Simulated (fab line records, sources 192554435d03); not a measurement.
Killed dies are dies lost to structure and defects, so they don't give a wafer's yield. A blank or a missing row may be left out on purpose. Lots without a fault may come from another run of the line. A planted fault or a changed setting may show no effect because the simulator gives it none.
A struck lot beside a sound one | flow n5_finfet | 37 steps out of a route of 1938
Sound: wafers L310.2, L310.4, L310.5. Struck: wafers L321.1, L321.2, L321.4. The cause comes at the end.
At each step with rows: each side's tool, then ch and its chambers, then its first start. Under that, the readings that differ: sound wafers | struck wafers | difference of the means | sigmas: that difference in standard deviations of wafers without a fault.
alike: readings whose means differ by less than 2 such deviations, and words and numbers that are the same on both sides. not compared: withheld readings, readings that some wafer has no value for, bounds like >300 that may hide the same value, and numbers for which the record gives no deviation and whose values overlap.
The two part at a step that has a row with sigmas, a row that says differs or no value, or rows on one side only. Numbers that don't overlap but have no deviation are shown without sigmas and don't part them. A reading that every wafer of one side lacks parts them only if that side has two wafers or more.

first, 9 steps without rows for these wafers: N5_BEOL_M4_ANNEAL_95 (time 240 s); N5_BEOL_M4_SPUTTER_96 (material Cu, target thk 4.5 nm, time 8.29 s); N5_BEOL_M4_ECD_50 (material Cu, target thk 300 nm); N5_BEOL_M4_ANNEAL_51 (time 90 s); N5_BEOL_M4_CMP_52 (polishes, stops on SiOC, t overpolish 6.8 s, target thk 40 nm); N5_BEOL_M4_PRE_CLEAN_60 (time 15 s); N5_BEOL_M4_CO_CAP_55 (material Co, precursor CCTBA/H2, target thk 2 nm, time 102.1 s); N5_BEOL_M4_PRE_CLEAN_56 (time 15 s); N5_BEOL_M4_DEP_57 (deposits SiCN from 3MS/NH3, target thk 8 nm, time 14 s).
N5_BEOL_M4_RC_MEAS_101:
  sound on prober-02 ch 0, day 9 19:25; struck on prober-01 ch 0, day 12 21:42
  alike: DIBL_N, DIBL_P, IOFF_N, IOFF_P, ION_N, ION_P, SS_N, SS_P, VT_N, VT_P
then, 24 steps without rows for these wafers: N5_BEOL_M5_ILD_DEP_00 (deposits SiCOH lowk from DEMS/porogen, target thk 140.64 nm, time 25.9 s); N5_BEOL_M5_CURE_79 (cures SiCOH lowk, time 240 s); N5_BEOL_M5_PECVD_70 (deposits SiO2 from TEOS/O2, target thk 16 nm, time 18 s); N5_BEOL_M5_HM_DEP_02 (deposits TiN, target thk 20 nm); N5_BEOL_M5_COAT_59 (time 60 s, resist thk 60 nm); N5_BEOL_M5_COAT_60 (time 60 s, resist thk 12 nm); N5_BEOL_M5_COAT_71 (time 60 s, resist thk 5 nm); N5_BEOL_M5_COAT_05 (resist thk 30 nm); N5_BEOL_M5_EBR_07; N5_BEOL_M5_SOFTBAKE_06 (time 60 s); N5_BEOL_M5_EXPOSE_08 (exposes mask M5, target cd 28 nm); N5_BEOL_M5_PEB_09 (peb time 60 s); N5_BEOL_M5_DEVELOP_10 (develop time 30 s); N5_BEOL_M5_DESCUM_16 (chemistry O2, time 7 s); N5_BEOL_M5_ETCH_72 (etches underlayer in N2/H2, target depth 6.5 nm, time 5.2 s); N5_BEOL_M5_ETCH_61 (etches SiARC in CF4, target depth 15.6 nm, time 26 s); N5_BEOL_M5_ETCH_62 (etches SOC in N2/H2, target depth 75 nm, overetch 15 nm, time 112.5 s); N5_BEOL_M5_STRIP_63 (strips in N2/H2); N5_BEOL_M5_STRIP_73 (strips in N2/H2); N5_BEOL_M5_STRIP_64 (strips in CF4); N5_BEOL_M5_HM_OPEN_17 (chemistry Cl2/BCl3, target TiN, target depth 20 nm, overetch 6 nm); N5_BEOL_M5_STRIP_19 (strips in O2); N5_BEOL_M5_COAT_65 (time 60 s, resist thk 60 nm); N5_BEOL_M5_COAT_66 (time 60 s, resist thk 12 nm).
N5_BEOL_M5_STRIP_36: strips in N2/H2.
  sound on rie_diel-02 ch 0,1,2, day 9 23:31; struck on rie_diel-02 ch 0,1,3, day 13 06:54
  no value came back on the struck wafers for any of 7 readings (bias_power_w (W), chamber_pressure_mTorr (mTorr) and others); on the sound wafers bias_power_w (W) reads 6.973 7.007 7.006
  reading                                  | sound | struck         | difference | sigmas
  model.SOC_of_BEOL_M5_COAT_65.thk_nm (nm) | 0 0 0 | 55.6 55.8 55.6 | +55.7      |
  not compared: rf_hours_counter_h
N5_BEOL_M5_ETCH_41: etches SiCN in CH3F/O2, target depth 31.5 nm, time 56.7 s.
  sound on rie_diel-02 ch 0,1,2; struck on rie_diel-02 ch 0,1,3, day 13 06:58
  reading                                  | sound | struck         | difference | sigmas
  model.SOC_of_BEOL_M5_COAT_65.thk_nm (nm) | 0 0 0 | 38.4 38.4 37.4 | +38.1      |
  alike: O2_flow_sccm, drypump_motor_current_A, oes_product_au, rf_vpp_V, showerhead_plenum_p_Torr, throttle_valve_pct
  not compared: rf_hours_counter_h
-- the record jumps here: 4 days lie between the struck wafers' starts before and after (it left off in module BEOL_M5 and takes up again in module PASSIVATION, whose first step shown is number 1936 of the route) --
N5_PASSIVATION_PROBE_49:
  the record has rows for the struck wafers here (prober-02, day 17 10:16) and none for the sound ones

WHERE THEY PART
First at N5_BEOL_M5_STRIP_36; last, within this record, at N5_PASSIVATION_PROBE_49.

WHY: what the simulator had put in
Skipped step whole: rie_diel-02, from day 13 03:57 on, at N5_BEOL_M5_STRIP_36. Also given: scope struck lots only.
